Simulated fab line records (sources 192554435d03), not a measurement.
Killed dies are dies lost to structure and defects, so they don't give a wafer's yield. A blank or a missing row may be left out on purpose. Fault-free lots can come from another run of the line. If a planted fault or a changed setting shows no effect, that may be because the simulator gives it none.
Split-lot experiment / flow n5-finfet / 21 wafers read from 7 lots, route of 1938 steps

== SPLIT DETAILS ==
At N5_BEOL_M2_ETCH_69 (etches SiARC in CF4, target depth 15.6 nm, time 26 s), the setting bias-w was moved away from the recipe's 36 W on 4 of the 21 wafers read, by -13.0% to +17.4%. For the rest of the wafers, this setting stayed at what the recipe calls for.

The split's own step is where the reading is taken.

== THE READING ==
rf-vpp-V, in V, at N5_BEOL_M2_ETCH_69 (etches SiARC in CF4, target depth 15.6 nm, time 26 s). Fault-free wafers of this fab line usually give 183.9 V, standard deviation 1.4 V.

wafer=L074.4; tool, chamber at the split=rie-diel-06, 2; bias-w as run, W=36; against the recipe=recipe; rf-vpp-V, V=183.0; against lot-mates on the recipe=-
wafer=L074.5; tool, chamber at the split=rie-diel-06, 0; bias-w as run, W=31.53; against the recipe=-12.4%; rf-vpp-V, V=167.4; against lot-mates on the recipe=-15.3
wafer=L074.6; tool, chamber at the split=rie-diel-06, 3; bias-w as run, W=36; against the recipe=recipe; rf-vpp-V, V=182.5; against lot-mates on the recipe=-
wafer=L076.2; tool, chamber at the split=rie-diel-03, 2; bias-w as run, W=39.13; against the recipe=+8.7%; rf-vpp-V, V=192.4; against lot-mates on the recipe=+8.2
wafer=L076.3; tool, chamber at the split=rie-diel-03, 1; bias-w as run, W=36; against the recipe=recipe; rf-vpp-V, V=184.6; against lot-mates on the recipe=-
wafer=L076.6; tool, chamber at the split=rie-diel-03, 1; bias-w as run, W=36; against the recipe=recipe; rf-vpp-V, V=183.9; against lot-mates on the recipe=-
wafer=L080.3; tool, chamber at the split=rie-diel-03, 2; bias-w as run, W=36; against the recipe=recipe; rf-vpp-V, V=182.4; against lot-mates on the recipe=-
wafer=L080.4; tool, chamber at the split=rie-diel-03, 1; bias-w as run, W=36; against the recipe=recipe; rf-vpp-V, V=185.5; against lot-mates on the recipe=-
wafer=L080.6; tool, chamber at the split=rie-diel-03, 2; bias-w as run, W=36; against the recipe=recipe; rf-vpp-V, V=182.1; against lot-mates on the recipe=-
wafer=L086.1; tool, chamber at the split=rie-diel-06, 2; bias-w as run, W=36; against the recipe=recipe; rf-vpp-V, V=182.6; against lot-mates on the recipe=-
wafer=L086.3; tool, chamber at the split=rie-diel-06, 3; bias-w as run, W=36; against the recipe=recipe; rf-vpp-V, V=183.2; against lot-mates on the recipe=-
wafer=L086.6; tool, chamber at the split=rie-diel-06, 3; bias-w as run, W=36; against the recipe=recipe; rf-vpp-V, V=183.4; against lot-mates on the recipe=-
wafer=L087.2; tool, chamber at the split=rie-diel-03, 3; bias-w as run, W=31.33; against the recipe=-13.0%; rf-vpp-V, V=168.2; against lot-mates on the recipe=-16.7
wafer=L087.5; tool, chamber at the split=rie-diel-03, 3; bias-w as run, W=36; against the recipe=recipe; rf-vpp-V, V=185.9; against lot-mates on the recipe=-
wafer=L087.6; tool, chamber at the split=rie-diel-03, 0; bias-w as run, W=36; against the recipe=recipe; rf-vpp-V, V=183.8; against lot-mates on the recipe=-
wafer=L089.4; tool, chamber at the split=rie-diel-06, 3; bias-w as run, W=36; against the recipe=recipe; rf-vpp-V, V=183.2; against lot-mates on the recipe=-
wafer=L089.5; tool, chamber at the split=rie-diel-06, 2; bias-w as run, W=42.25; against the recipe=+17.4%; rf-vpp-V, V=205.1; against lot-mates on the recipe=+20.5
wafer=L089.6; tool, chamber at the split=rie-diel-06, 1; bias-w as run, W=36; against the recipe=recipe; rf-vpp-V, V=186.1; against lot-mates on the recipe=-
wafer=L096.1; tool, chamber at the split=rie-diel-05, 1; bias-w as run, W=36; against the recipe=recipe; rf-vpp-V, V=183.2; against lot-mates on the recipe=-
wafer=L096.2; tool, chamber at the split=rie-diel-05, 2; bias-w as run, W=36; against the recipe=recipe; rf-vpp-V, V=185.9; against lot-mates on the recipe=-
wafer=L096.5; tool, chamber at the split=rie-diel-05, 2; bias-w as run, W=36; against the recipe=recipe; rf-vpp-V, V=186.0; against lot-mates on the recipe=-

THE FIT
A straight line over all 21 wafers: rf-vpp-V changes by +1.22 V for each +1% of bias-w; r = +0.98; the points scatter about the line by 1.4 V.
The same after taking each lot's own level away (the mean of its wafers on the recipe; 21 wafers): +1.19 V for each +1%; r = +0.99; scatter 1.1 V.
On that fit, the largest move of bias-w shifts the reading by 21 V.
The span of the lots' own levels, 182.75 to 185.03 V, comes to 1.6 times the standard deviation stated above.
So the lot-to-lot level changes the slope little: the two slopes agree.
Check: with one of the wafers moved furthest among these (+17.4%) left out of the fit, the line predicts +20.5 V for it against its lot-mates. It came out at +20.5 V against them.
Tool readings at the split's step, against how far the setting was moved: rf-vpp-V r = +0.98.

== OTHER SPLITS ON THESE WAFERS ==
These wafers also went through other splits before the reading. Each is held against what the fit with the lots' levels taken away leaves over:
other split on the same wafers=N5_HKMG_FIN_PEB_10 peb-time-s; wafers away from the commonest value=8; r with rf-vpp-V (lot level and that fit taken away)=+0.03
other split on the same wafers=N5_GATE_CUT_ETCH_37 bias-w; wafers away from the commonest value=4; r with rf-vpp-V (lot level and that fit taken away)=+0.09
other split on the same wafers=N5_MOL_CONTACT_COAG_ETCHBACK_135 time-s; wafers away from the commonest value=7; r with rf-vpp-V (lot level and that fit taken away)=+0.01
other split on the same wafers=N5_MOL_CONTACT_COAG_VIA_ETCH_46 bias-w; wafers away from the commonest value=6; r with rf-vpp-V (lot level and that fit taken away)=+0.21
other split on the same wafers=N5_BEOL_M0_SAQP_PECVD_97 time-s; wafers away from the commonest value=7; r with rf-vpp-V (lot level and that fit taken away)=-0.43
other split on the same wafers=N5_BEOL_M1_COAT_61 spin-rpm; wafers away from the commonest value=9; r with rf-vpp-V (lot level and that fit taken away)=+0.37
other split on the same wafers=N5_BEOL_M1_ETCH_70 source-w; wafers away from the commonest value=7; r with rf-vpp-V (lot level and that fit taken away)=+0.01

== THE FILE'S OWN FIT ==
rf-vpp-V changes by +1.19 V for each +1% of bias-w, r = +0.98.
